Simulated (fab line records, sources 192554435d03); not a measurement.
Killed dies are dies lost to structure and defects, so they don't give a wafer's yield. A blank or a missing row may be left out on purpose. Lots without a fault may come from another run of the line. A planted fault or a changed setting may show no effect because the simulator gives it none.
Which tool did it? | flow n5_finfet | 24 lots, 72 wafers sampled, at 4 steps of a route of 1938

WHAT THE GAUGES READ, wafer by wafer
N5_BEOL_M4_OVL_MEAS_29.
lot  | measured     | on         | V3_OVL (nm)
L074 | day 7 05:22  | overlay-01 | 1.1 0.0 1.5
L075 | day 7 17:05  | overlay-01 | 0.4 0.9 0.4
L076 | day 8 12:49  | overlay-02 | -1.1 -0.2 -0.3
L077 | day 8 20:19  | overlay-02 | -0.2 0.0 0.3
L078 | day 9 03:23  | overlay-01 | -0.6 0.2 -0.2
L080 | day 9 09:44  | overlay-01 | -0.6 -0.2 -0.8
L079 | day 9 09:56  | overlay-02 | 0.3 1.0 -0.9
L082 | day 9 14:31  | overlay-01 | -0.3 0.5 0.0
L081 | day 9 23:46  | overlay-02 | 0.6 1.0 0.2
L085 | day 10 05:04 | overlay-01 | -0.2 -0.6 0.2
L083 | day 10 09:46 | overlay-01 | 0.1 -1.2 -0.6
L084 | day 10 17:19 | overlay-02 | 0.7 1.3 0.7
L086 | day 10 19:58 | overlay-02 | -0.6 -0.1 0.3
L088 | day 11 00:05 | overlay-01 | 0.6 0.3 -0.2
L087 | day 11 04:52 | overlay-01 | 0.0 -0.3 0.1
L089 | day 11 08:17 | overlay-02 | 1.0 -0.3 -0.2
L090 | day 12 03:50 | overlay-02 | 0.0 0.0 -0.2
L091 | day 12 05:29 | overlay-02 | 0.6 0.4 0.0
L093 | day 12 08:22 | overlay-02 | -0.4 -1.0 0.1
L092 | day 12 10:32 | overlay-02 | 0.5 1.3 0.1
L094 | day 12 13:33 | overlay-02 | 0.7 0.5 0.6
L095 | day 13 20:35 | overlay-02 | -1.1 -0.2 -0.2
L096 | day 13 20:48 | overlay-02 | 0.0 0.5 0.1
L097 | day 13 22:01 | overlay-02 | -0.2 -0.8 0.2

WHICH TOOL RAN EACH LOT (tool, then ch and the chambers of the sampled wafers, then the start)
lot  | N5_BEOL_M3_SPUTTER_96        | N5_BEOL_M3_CO_CAP_55             | N5_BEOL_M4_DESCUM_16
L074 | pvd_sputter-01, day 7 02:22  | cvd_co-02 ch 1,2, day 7 03:14    | rie_diel-06 ch 1,3, day 7 04:29
L075 | pvd_sputter-03, day 7 13:34  | cvd_co-02 ch 1,2, day 7 14:26    | rie_diel-06 ch 1,2, day 7 16:01
L076 | pvd_sputter-03, day 8 09:52  | cvd_co-01 ch 0,1,2, day 8 10:44  | rie_diel-06 ch 0,1,2, day 8 11:49
L077 | pvd_sputter-03, day 8 16:24  | cvd_co-02 ch 0,1,2, day 8 17:16  | rie_diel-06 ch 0,3, day 8 19:31
L078 | pvd_sputter-02, day 8 22:18  | cvd_co-01 ch 0,1, day 8 23:11    | rie_diel-01 ch 0,1,2, day 9 02:37
L080 | pvd_sputter-03, day 9 06:18  | cvd_co-02 ch 0,2, day 9 07:10    | rie_diel-01 ch 0,1,2, day 9 08:56
L079 | pvd_sputter-01, day 9 06:32  | cvd_co-02 ch 0,2, day 9 07:24    | rie_diel-05 ch 0,1, day 9 09:09
L082 | pvd_sputter-02, day 9 11:14  | cvd_co-02 ch 0,1,2, day 9 12:08  | rie_diel-05 ch 0,1,3, day 9 13:36
L081 | pvd_sputter-01, day 9 19:19  | cvd_co-01 ch 0,1,2, day 9 20:12  | rie_diel-06 ch 0,2,3, day 9 22:58
L085 | pvd_sputter-01, day 10 00:54 | cvd_co-01 ch 0,1,2, day 10 01:52 | rie_diel-06 ch 1,3, day 10 04:16
L083 | pvd_sputter-03, day 10 06:43 | cvd_co-02 ch 0,1,2, day 10 07:50 | rie_diel-06 ch 1,2,3, day 10 08:54
L084 | pvd_sputter-01, day 10 12:25 | cvd_co-02 ch 0,2, day 10 13:31   | rie_diel-06 ch 1,3, day 10 16:31
L086 | pvd_sputter-02, day 10 16:51 | cvd_co-01 ch 0,1,2, day 10 17:43 | rie_diel-06 ch 1,2,3, day 10 19:04
L088 | pvd_sputter-01, day 10 20:50 | cvd_co-02 ch 0,1, day 10 21:43   | rie_diel-01 ch 1,2,3, day 10 23:11
L087 | pvd_sputter-01, day 11 01:01 | cvd_co-02 ch 0,1, day 11 01:52   | rie_diel-01 ch 1,2,3, day 11 03:53
L089 | pvd_sputter-03, day 11 05:30 | cvd_co-02 ch 0,1,2, day 11 06:24 | rie_diel-01 ch 2,3, day 11 07:26
L090 | pvd_sputter-03, day 12 00:00 | cvd_co-02 ch 0,2, day 12 00:52   | rie_diel-06 ch 0,1,2, day 12 03:02
L091 | pvd_sputter-01, day 12 01:53 | cvd_co-01 ch 0,1,2, day 12 02:44 | rie_diel-01 ch 0,2,3, day 12 04:37
L093 | pvd_sputter-01, day 12 03:43 | cvd_co-02 ch 0,1, day 12 04:44   | rie_diel-01 ch 1,2,3, day 12 07:31
L092 | pvd_sputter-03, day 12 06:53 | cvd_co-01 ch 0,2, day 12 07:46   | rie_diel-05 ch 0,1,2, day 12 09:38
L094 | pvd_sputter-01, day 12 10:35 | cvd_co-01 ch 0,1, day 12 11:27   | rie_diel-06 ch 2,3, day 12 12:46
L095 | pvd_sputter-03, day 13 15:28 | cvd_co-02 ch 0,2, day 13 16:49   | rie_diel-01 ch 1,2,3, day 13 19:40
L096 | pvd_sputter-01, day 13 16:40 | cvd_co-02 ch 0,1,2, day 13 18:01 | rie_diel-06 ch 0,3, day 13 19:54
L097 | pvd_sputter-02, day 13 18:47 | cvd_co-01 ch 0,2, day 13 19:40   | rie_diel-06 ch 0,1,2, day 13 21:10
- N5_BEOL_M3_SPUTTER_96: material Cu, target thk 4.5 nm, time 8.29 s.
- N5_BEOL_M3_CO_CAP_55: material Co, precursor CCTBA/H2, target thk 2 nm, time 102.1 s.
- N5_BEOL_M4_DESCUM_16: chemistry O2, time 7 s.

WHAT THE TOOLS THEMSELVES READ (means of the sampled wafers that have a number; where no wafer has one, the mark that the record gives instead)
N5_BEOL_M3_SPUTTER_96.
lot  | tool           | chamber_pressure_pa (Pa) | substrate_temp_c (C) | throttle_valve_pct (%)
L074 | pvd_sputter-01 | 0.07                     | -20.09               | 30.1
L075 | pvd_sputter-03 | 0.07                     | -20.07               | 30.1
L076 | pvd_sputter-03 | 0.07                     | -20.06               | 30.0
L077 | pvd_sputter-03 | 0.07                     | -19.99               | 30.8
L078 | pvd_sputter-02 | 0.07                     | -20.05               | 29.4
L080 | pvd_sputter-03 | 0.07                     | -20.07               | 30.1
L079 | pvd_sputter-01 | 0.07                     | -20.01               | 30.0
L082 | pvd_sputter-02 | 0.07                     | -20.02               | 28.3
L081 | pvd_sputter-01 | 0.07                     | -19.97               | 30.9
L085 | pvd_sputter-01 | 0.07                     | -20.14               | 31.8
L083 | pvd_sputter-03 | 0.07                     | -19.84               | 30.2
L084 | pvd_sputter-01 | 0.07                     | -19.92               | 30.5
L086 | pvd_sputter-02 | 0.07                     | -19.88               | 28.5
L088 | pvd_sputter-01 | 0.07                     | -19.98               | 30.3
L087 | pvd_sputter-01 | 0.07                     | -19.91               | 30.5
L089 | pvd_sputter-03 | 0.07                     | -19.99               | 30.1
L090 | pvd_sputter-03 | 0.07                     | -20.10               | 30.1
L091 | pvd_sputter-01 | 0.07                     | -19.89               | 30.6
L093 | pvd_sputter-01 | 0.07                     | -19.91               | 30.5
L092 | pvd_sputter-03 | 0.07                     | -20.19               | 30.3
L094 | pvd_sputter-01 | 0.07                     | -20.05               | 30.8
L095 | pvd_sputter-03 | 0.07                     | -19.96               | 30.1
L096 | pvd_sputter-01 | 0.07                     | -20.00               | 30.5
L097 | pvd_sputter-02 | 0.07                     | -19.98               | 28.8

N5_BEOL_M3_CO_CAP_55.
lot  | tool      | heater_power_w (W)
L074 | cvd_co-02 | 251
L075 | cvd_co-02 | 257
L076 | cvd_co-01 | 219
L077 | cvd_co-02 | 255
L078 | cvd_co-01 | 222
L080 | cvd_co-02 | 242
L079 | cvd_co-02 | 249
L082 | cvd_co-02 | 254
L081 | cvd_co-01 | 221
L085 | cvd_co-01 | 219
L083 | cvd_co-02 | 253
L084 | cvd_co-02 | 246
L086 | cvd_co-01 | 221
L088 | cvd_co-02 | 260
L087 | cvd_co-02 | 258
L089 | cvd_co-02 | 252
L090 | cvd_co-02 | 251
L091 | cvd_co-01 | 221
L093 | cvd_co-02 | 262
L092 | cvd_co-01 | 213
L094 | cvd_co-01 | 215
L095 | cvd_co-02 | 244
L096 | cvd_co-02 | 255
L097 | cvd_co-01 | 216

N5_BEOL_M4_DESCUM_16.
lot  | tool        | drypump_motor_current_A (A) | o2_flow_sccm (sccm) | oes_product_au (a.u.) | rf_vpp_V (V) | showerhead_plenum_p_Torr (Torr) | throttle_valve_pct (%)
L074 | rie_diel-06 | 5.1                         | 224.7               | 0.75                  | 241.6        | 2.01                            | 20.72
L075 | rie_diel-06 | 5.4                         | 225.3               | 0.74                  | 241.4        | 2.00                            | 20.67
L076 | rie_diel-06 | 5.7                         | 225.2               | 0.73                  | 242.6        | 2.03                            | 20.54
L077 | rie_diel-06 | 5.5                         | 225.3               | 0.71                  | 242.1        | 2.01                            | 20.50
L078 | rie_diel-01 | 5.5                         | 225.2               | 0.80                  | 243.4        | 2.07                            | 20.29
L080 | rie_diel-01 | 5.5                         | 224.6               | 0.79                  | 243.3        | 2.07                            | 20.29
L079 | rie_diel-05 | 5.9                         | 224.8               | 0.76                  | 242.3        | 2.06                            | 20.42
L082 | rie_diel-05 | 6.0                         | 225.3               | 0.76                  | 242.9        | 2.08                            | 20.46
L081 | rie_diel-06 | 5.9                         | 224.1               | 0.81                  | 242.3        | 2.09                            | 20.34
L085 | rie_diel-06 | 5.1                         | 225.3               | 0.72                  | 242.4        | 2.00                            | 20.76
L083 | rie_diel-06 | 5.7                         | 225.0               | 0.80                  | 242.5        | 2.07                            | 20.50
L084 | rie_diel-06 | 5.3                         | 224.6               | 0.70                  | 241.4        | 1.98                            | 20.66
L086 | rie_diel-06 | 5.7                         | 224.6               | 0.80                  | 243.5        | 2.07                            | 20.50
L088 | rie_diel-01 | 5.6                         | 225.0               | 0.82                  | 243.7        | 2.07                            | 20.14
L087 | rie_diel-01 | 5.6                         | 225.2               | 0.82                  | 242.5        | 2.07                            | 20.16
L089 | rie_diel-01 | 6.0                         | 224.6               | 0.85                  | 243.2        | 2.09                            | 20.05
L090 | rie_diel-06 | 5.7                         | 224.8               | 0.82                  | 242.7        | 2.10                            | 20.47
L091 | rie_diel-01 | 5.5                         | 224.5               | 0.84                  | 243.4        | 2.06                            | 20.28
L093 | rie_diel-01 | 5.6                         | 224.6               | 0.81                  | 243.8        | 2.07                            | 20.16
L092 | rie_diel-05 | 5.8                         | 225.3               | 0.91                  | 243.4        | 2.08                            | 20.12
L094 | rie_diel-06 | 6.2                         | 225.5               | 0.94                  | 244.9        | 2.22                            | 20.19
L095 | rie_diel-01 | 5.6                         | 225.1               | 0.79                  | 243.0        | 2.07                            | 20.18
L096 | rie_diel-06 | 5.5                         | 224.7               | 0.85                  | 244.7        | 2.17                            | 20.40
L097 | rie_diel-06 | 5.7                         | 225.0               | 0.79                  | 243.0        | 2.10                            | 20.50

THE ANSWER, worked out from the rows above alone
Rule: what is usual is taken from the lots themselves. Put in order of their means at a reading, lots are off if they are a third of the lots or fewer, leave a main group of 4 or more, and stand apart from it by a gap of 3 or more times the standard deviation of the main group's means; of several such gaps the widest counts. A main group whose means are all the same, to the digits that the tables above print for the reading, isn't used. A lot without any number at a reading at which 4 lots or more have one is off too. The other lots that the step has rows for count as sound. The gauges are gone through in route order, then the tools' own readings, and for those a lot's mean is taken as printed above. The first step at which some lot is off is used, and at that step the reading that is off furthest; a lot without a number counts as furthest.
No lot is off at any reading shown: from this, nothing can be told.

WHAT THE SIMULATOR HAD PUT IN
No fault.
